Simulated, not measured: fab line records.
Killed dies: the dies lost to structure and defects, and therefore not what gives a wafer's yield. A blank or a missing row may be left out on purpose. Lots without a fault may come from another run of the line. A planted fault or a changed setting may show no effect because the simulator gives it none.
fab line records | flow nand_harc
[record] lots = 7 | wafers = 21 | last_day = 33
route steps=1302 shown P_STI@102 P_GATE@110 END@1302
lots that met no fault: from a run of the same line without faults
start_h: hours from the record's first day to the start of the lot's first wafer shown | wait_h: hours elapsed since this lot's preceding step | " same as the row above | L1.1+2: several wafers, shown together as one row | - either no value or no given start | * or withheld: withheld | < > ~ a bound
route shown NAME@n: names a module that has steps shown in the file, with the first one's number in the route | usual: mean and standard deviation over wafers with no fault | same: alike in all rows | chamber/n: place in a boat | sites: the reading at each site | _std_site: standard deviation of those values | _edge_site: mean of outer sites minus mean of inner sites | radius_mm: how far each site lies from the wafer's centre | mask NAME#n: copy n | behind: tool/chamber where the wafer was last shaped | hold: cause of the lot's hold/its duration in hours/its outcome | device: names the non-switching transistor (n, p or np) | end of line: the same wafers' tests at the end of the route | a step without rows: its recipe alone | killed: count of dies lost to structure and defects at first sort (not the wafer's yield) | map: per-die view of a wafer (x killed, . not killed, _ where there is no die)
set.NAME: setting as actually run; set.NAME@STEP: the setting as run at that earlier step | model.NAME: the simulator's own value behind a step, which no gauge read
lots at some steps of the route; a table a step, a row a wafer
services: a tool's chamber out of use, with start hour (start_h, from the record's first day; less than 0 if before it), hours out, and reason
[[steps]]
[step NHARC_P_STI_SRD_35]
[step NHARC_P_STI_ETCH_36]
[recipe] target_depth_a = 388 | chemistry = dHF | material = SiO2
[step NHARC_P_STI_STRIP_24]
[recipe] temp_c = 160 | chemistry = H3PO4 | material = Si3N4
[step NHARC_P_STI_ETCH_37]
[recipe] target_depth_a = 110 | chemistry = dHF | material = SiO2
[step NHARC_P_STI_PRECLEAN_38]
[recipe] time_s = * | temp_c = 50 | bath_age_min = 0 | chemistry = SC1
[step NHARC_P_STI_SRD_39]
[step NHARC_P_STI_OXIDE_40]
[recipe] target_thk_a = 100 | temp_c = 900 | ox_time_s = 1362 | material = SiO2
[step NHARC_P_STI_INSPECT_25]
[usual] raw_defect_count = 221/79
lot.wafer | tool              | chamber | start_h | wait_h | raw_defect_count
L108.1    | defect_inspect-02 | -       | 79.62   | 0.4    | 151
L108.5    | "                 | -       | "       | "      | 112
L108.6    | "                 | -       | "       | "      | 73
L109.2    | defect_inspect-02 | -       | 85.15   | 0.4    | 293
L109.5    | "                 | -       | "       | "      | 276
L109.6    | "                 | -       | "       | "      | 412
L110.1    | defect_inspect-01 | -       | 92.18   | 0.4    | 145
L110.4    | "                 | -       | "       | "      | 210
L110.5    | "                 | -       | "       | "      | 202
L114.1    | defect_inspect-01 | -       | 132.32  | 0.4    | 594
L114.2    | "                 | -       | "       | "      | 311
L114.6    | "                 | -       | "       | "      | 254
L121.1    | defect_inspect-01 | -       | 216.90  | 0.4    | 320
L121.3    | "                 | -       | "       | "      | 291
L121.4    | "                 | -       | "       | "      | 257
L128.3    | defect_inspect-01 | -       | 274.75  | 0.4    | 292
L128.5    | "                 | -       | "       | "      | 214
L128.6    | "                 | -       | "       | "      | 226
L130.1    | defect_inspect-02 | -       | 287.56  | 0.4    | 217
L130.3    | "                 | -       | "       | "      | 183
L130.5    | "                 | -       | "       | "      | 176
[step NHARC_P_GATE_ETCH_69]
[recipe] target_depth_a = 140 | chemistry = dHF | material = SiO2
[step NHARC_P_GATE_PRECLEAN_70]
[recipe] time_s = * | temp_c = 50 | bath_age_min = 0 | chemistry = SC1
[step NHARC_P_GATE_SRD_01]
[step NHARC_P_GATE_OXIDE_02]
[recipe] target_thk_a = 375 | temp_c = 950 | p_h2o_torr = 720 | ox_time_s = 365 | material = SiO2
[usual] spike_tc_lower_C = 950.8/1.4
lot.wafer | tool       | chamber | start_h | wait_h | spike_tc_lower_C
L108.1    | furnace-03 | 0       | 84.64   | -      | 948.5
L108.5    | "          | 0       | "       | "      | 950.0
L108.6    | "          | 0       | "       | "      | 950.0
L108.1    | furnace-03 | 0       | 89.21   | 0.4    | 949.3
L108.5    | "          | 0       | "       | "      | 949.3
L108.6    | "          | 0       | "       | "      | 952.1
L109.2    | furnace-07 | 0       | 88.50   | -      | 951.2
L109.5    | "          | 0       | "       | "      | 951.1
L109.6    | "          | 0       | "       | "      | 952.6
L109.2    | furnace-01 | 0       | 94.54   | 1.8    | 949.5
L109.5    | "          | 0       | "       | "      | 948.8
L109.6    | "          | 0       | "       | "      | 949.3
L110.1    | furnace-07 | 0       | 96.85   | -      | 952.8
L110.4    | "          | 0       | "       | "      | 951.9
L110.5    | "          | 0       | "       | "      | 952.5
L110.1    | furnace-07 | 0       | 102.11  | 1.1    | 953.6
L110.4    | "          | 0       | "       | "      | 951.9
L110.5    | "          | 0       | "       | "      | 952.4
L114.1    | furnace-07 | 0       | 135.68  | -      | 953.0
L114.2    | "          | 0       | "       | "      | 950.7
L114.6    | "          | 0       | "       | "      | 951.3
L121.1    | furnace-07 | 0       | 220.26  | -      | 951.1
L121.3    | "          | 0       | "       | "      | 950.2
L121.4    | "          | 0       | "       | "      | 950.9
L128.3    | furnace-07 | 0       | 278.12  | -      | 948.7
L128.5    | "          | 0       | "       | "      | 952.2
L128.6    | "          | 0       | "       | "      | 950.3
L130.1    | furnace-07 | 0       | 290.92  | -      | 953.0
L130.3    | "          | 0       | "       | "      | 951.2
L130.5    | "          | 0       | "       | "      | 951.8
[step NHARC_P_GATE_DEHYDRATE_03]
[recipe] temp_c = 150 | time_s = 120
[step NHARC_END_SORT_01]
[recipe] temp_c = 25
[usual] killed_at_array = 56/21 | killed_at_other = 1.2/1.6 | killed_at_periphery = 3.7/2.5 | killed_dies = 61/21 | killed_open = 3.1/1.8 | killed_short = 2.8/1.7
[same] gross_dies = 677
lot.wafer | tool      | chamber | start_h | wait_h | killed_at_array | killed_at_other | killed_at_periphery | killed_dies | killed_open | killed_short
L110.1    | prober-01 | 0       | 560.41  | 2.5    | 97              | 0               | 580                 | 677         | 5           | 3
L110.4    | prober-01 | 0       | 562.82  | 3.4    | 79              | 0               | 598                 | 677         | 4           | 3
L110.5    | prober-01 | 0       | 563.62  | 3.7    | 55              | 1               | 621                 | 677         | 2           | 2
L109.2    | prober-02 | 0       | 561.26  | 2.8    | 69              | 3               | 605                 | 677         | 1           | 2
L109.5    | prober-02 | 0       | 563.63  | 3.7    | 73              | 3               | 601                 | 677         | 5           | 0
L109.6    | prober-02 | 0       | 564.42  | 4.0    | 80              | 5               | 592                 | 677         | 3           | 5
L108.1    | prober-02 | 0       | 574.91  | 2.5    | 47              | 2               | 628                 | 677         | 0           | 2
L108.5    | prober-02 | 0       | 578.09  | 3.7    | 40              | 1               | 636                 | 677         | 2           | 2
L108.6    | prober-02 | 0       | 578.89  | 4.0    | 51              | 2               | 624                 | 677         | 6           | 2
// killed by level:class
L110.1 P_GATE:area_oxide=579 A_CHANNEL_HOLE_D2:chamber_film_flake=45 A_CHANNEL_HOLE_D1:chamber_film_flake=34 A_STAIRCASE:chamber_film_flake=3 A_WL_FILL:chamber_film_flake=3 A_CONTACT:chamber_film_flake=3 A_BLC:geometric_particle:open=2 A_ONON_D1:geometric_particle:open=1
L109.2 P_GATE:area_oxide=599 A_CHANNEL_HOLE_D1:chamber_film_flake=32 A_SLIT:chamber_film_flake=16 A_CHANNEL_HOLE_D2:chamber_film_flake=6 A_CHANNEL_FILL_D2:chamber_film_flake=3 A_STAIRCASE:chamber_film_flake=3 A_SGD_CUT:chamber_film_flake=3 A_CONTACT:chamber_film_flake=3
L110.4 P_GATE:area_oxide=597 A_CHANNEL_HOLE_D2:chamber_film_flake=36 A_CHANNEL_HOLE_D1:chamber_film_flake=32 A_CHANNEL_FILL_D2:geometric_particle:short=3 A_STAIRCASE:chamber_film_flake=2 A_WL_FILL:chamber_film_flake=2 P_M0:geometric_particle:open=1 A_SOURCE_PLATE:geometric_particle:open=1
L110.5 P_GATE:area_oxide=619 A_CHANNEL_HOLE_D1:chamber_film_flake=25 A_CHANNEL_HOLE_D2:chamber_film_flake=23 A_STAIRCASE:chamber_film_flake=2 A_ONON_D1:geometric_particle:short=1 A_CHANNEL_FILL_D2:geometric_particle:open=1 A_BLC:geometric_particle:open=1 A_M1:geometric_particle:short=1
L109.5 P_GATE:area_oxide=593 A_CHANNEL_HOLE_D1:chamber_film_flake=34 A_SLIT:chamber_film_flake=20 A_CHANNEL_HOLE_D2:chamber_film_flake=8 A_CONTACT:chamber_film_flake=5 P_BONDPAD:chamber_film_flake=3 THIN_TSV:chamber_film_flake=3 P_ZERO_WELL:chamber_film_flake=2
L109.6 P_GATE:area_oxide=590 A_CHANNEL_HOLE_D1:chamber_film_flake=32 A_SLIT:chamber_film_flake=22 A_CONTACT:chamber_film_flake=6 A_SGD_CUT:chamber_film_flake=5 THIN_TSV:chamber_film_flake=5 A_ONON_D2:geometric_particle:short=3 A_CHANNEL_HOLE_D2:chamber_film_flake=3
L108.1 P_GATE:area_oxide=627 A_CHANNEL_HOLE_D2:chamber_film_flake=38 A_CHANNEL_FILL_D2:chamber_film_flake=2 THIN_TSV:chamber_film_flake=2 A_CHANNEL_FILL_D1:geometric_particle:short=1 A_SGD_CUT:geometric_particle:short=1 P_M0:chamber_film_flake=1 A_CHANNEL_FILL_D1:chamber_film_flake=1
L108.5 P_GATE:area_oxide=634 A_CHANNEL_HOLE_D2:chamber_film_flake=26 A_CHANNEL_HOLE_D1:chamber_film_flake=2 A_STAIRCASE:chamber_film_flake=2 A_CONTACT:chamber_film_flake=2 P_CONTACT:geometric_particle:open=1 P_CONTACT:geometric_particle:short=1 A_ONON_D1:geometric_particle:open=1
L108.6 P_GATE:area_oxide=621 A_CHANNEL_HOLE_D2:chamber_film_flake=31 A_CHANNEL_HOLE_D1:chamber_film_flake=7 A_CONTACT:chamber_film_flake=4 P_M0:geometric_particle:open=2 A_CHANNEL_FILL_D2:chamber_film_flake=2 A_CHANNEL_FILL_D2:geometric_particle:open=1 A_WL_FILL:geometric_particle:open=1
// map L108.1 (x killed, . not)
____________x____________
_________xxxxxxx_________
_______xxxxxxxxxxx_______
______xxxxxxxxxxxxx______
_____xxxxxxxxxxxxxxx_____
____xxxxxxxxxxxxxxxxx____
____xxxxxxxxxxxxxxxxx____
___xxxxxxxxxxxxxxxxxxx___
___xxxxxxxxxxxxxxxxxxx___
__xxxxxxxxxxxxxxxxxxxxx__
__xxxxxxxxxxxxxxxxxxxxx__
_xxxxxxxxxxxxxxxxxxxxxxx_
_xxxxxxxxxxxxxxxxxxxxxxx_
_xxxxxxxxxxxxxxxxxxxxxxx_
_xxxxxxxxxxxxxxxxxxxxxxx_
_xxxxxxxxxxxxxxxxxxxxxxx_
xxxxxxxxxxxxxxxxxxxxxxxxx
xxxxxxxxxxxxxxxxxxxxxxxxx
xxxxxxxxxxxxxxxxxxxxxxxxx
xxxxxxxxxxxxxxxxxxxxxxxxx
xxxxxxxxxxxxxxxxxxxxxxxxx
_xxxxxxxxxxxxxxxxxxxxxxx_
_xxxxxxxxxxxxxxxxxxxxxxx_
_xxxxxxxxxxxxxxxxxxxxxxx_
_xxxxxxxxxxxxxxxxxxxxxxx_
_xxxxxxxxxxxxxxxxxxxxxxx_
__xxxxxxxxxxxxxxxxxxxxx__
__xxxxxxxxxxxxxxxxxxxxx__
___xxxxxxxxxxxxxxxxxxx___
___xxxxxxxxxxxxxxxxxxx___
____xxxxxxxxxxxxxxxxx____
____xxxxxxxxxxxxxxxxx____
_____xxxxxxxxxxxxxxx_____
______xxxxxxxxxxxxx______
_______xxxxxxxxxxx_______
_________xxxxxxx_________
____________x____________
// map L109.2 (x killed, . not)
____________x____________
_________xxxxxxx_________
_______xxxxxxxxxxx_______
______xxxxxxxxxxxxx______
_____xxxxxxxxxxxxxxx_____
____xxxxxxxxxxxxxxxxx____
____xxxxxxxxxxxxxxxxx____
___xxxxxxxxxxxxxxxxxxx___
___xxxxxxxxxxxxxxxxxxx___
__xxxxxxxxxxxxxxxxxxxxx__
__xxxxxxxxxxxxxxxxxxxxx__
_xxxxxxxxxxxxxxxxxxxxxxx_
_xxxxxxxxxxxxxxxxxxxxxxx_
_xxxxxxxxxxxxxxxxxxxxxxx_
_xxxxxxxxxxxxxxxxxxxxxxx_
_xxxxxxxxxxxxxxxxxxxxxxx_
xxxxxxxxxxxxxxxxxxxxxxxxx
xxxxxxxxxxxxxxxxxxxxxxxxx
xxxxxxxxxxxxxxxxxxxxxxxxx
xxxxxxxxxxxxxxxxxxxxxxxxx
xxxxxxxxxxxxxxxxxxxxxxxxx
_xxxxxxxxxxxxxxxxxxxxxxx_
_xxxxxxxxxxxxxxxxxxxxxxx_
_xxxxxxxxxxxxxxxxxxxxxxx_
_xxxxxxxxxxxxxxxxxxxxxxx_
_xxxxxxxxxxxxxxxxxxxxxxx_
__xxxxxxxxxxxxxxxxxxxxx__
__xxxxxxxxxxxxxxxxxxxxx__
___xxxxxxxxxxxxxxxxxxx___
___xxxxxxxxxxxxxxxxxxx___
____xxxxxxxxxxxxxxxxx____
____xxxxxxxxxxxxxxxxx____
_____xxxxxxxxxxxxxxx_____
______xxxxxxxxxxxxx______
_______xxxxxxxxxxx_______
_________xxxxxxx_________
____________x____________
[[services]]
tool       | chamber | start_h | hours | kind
furnace-07 | -       | 152.76  | 11.7  | repair
furnace-01 | -       | 206.97  | 26.0  | pm
[[key]]
[first_sign] step = NHARC_P_GATE_OXIDE_02 | reading = visit | direction = added
[effect] step = NHARC_END_SORT_01 | reading = killed_at_periphery | direction = up | sigmas = 99+ | usual = 3.7 | struck = 609.4
[more_kills_born_at] NHARC_P_GATE_OXIDE_02@furnace-03 = 1882 | NHARC_P_GATE_OXIDE_02@furnace-07 = 1795 | NHARC_P_GATE_OXIDE_02@furnace-01 = 1782
met_at NHARC_P_GATE_OXIDE_02
struck_wafers L108.1,L108.5,L108.6,L109.2,L109.5,L109.6,L110.1,L110.4,L110.5
later_rows_left_out L108.1,L108.5,L108.6,L109.2,L109.5,L109.6,L110.1,L110.4,L110.5
tester_left_out L108,L109,L110
[fault] kind = repeated_step_whole | tool = furnace-01,furnace-03,furnace-07 | chamber = - | onset_h = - | steps = NHARC_P_GATE_OXIDE_02 | times = 1 | scope = struck_lots_only
// tester_left_out: of these lots the tester's yield and bins aren't shown, on N5 and GAA mostly nor the transistor test; their killed dies are dies lost to structure and defects alone, not to doping, threshold or leakage, so they don't give the yield
// later_rows_left_out: the simulator's readings of these wafers behind a module that went badly wrong aren't trusted and aren't shown, but for the sort
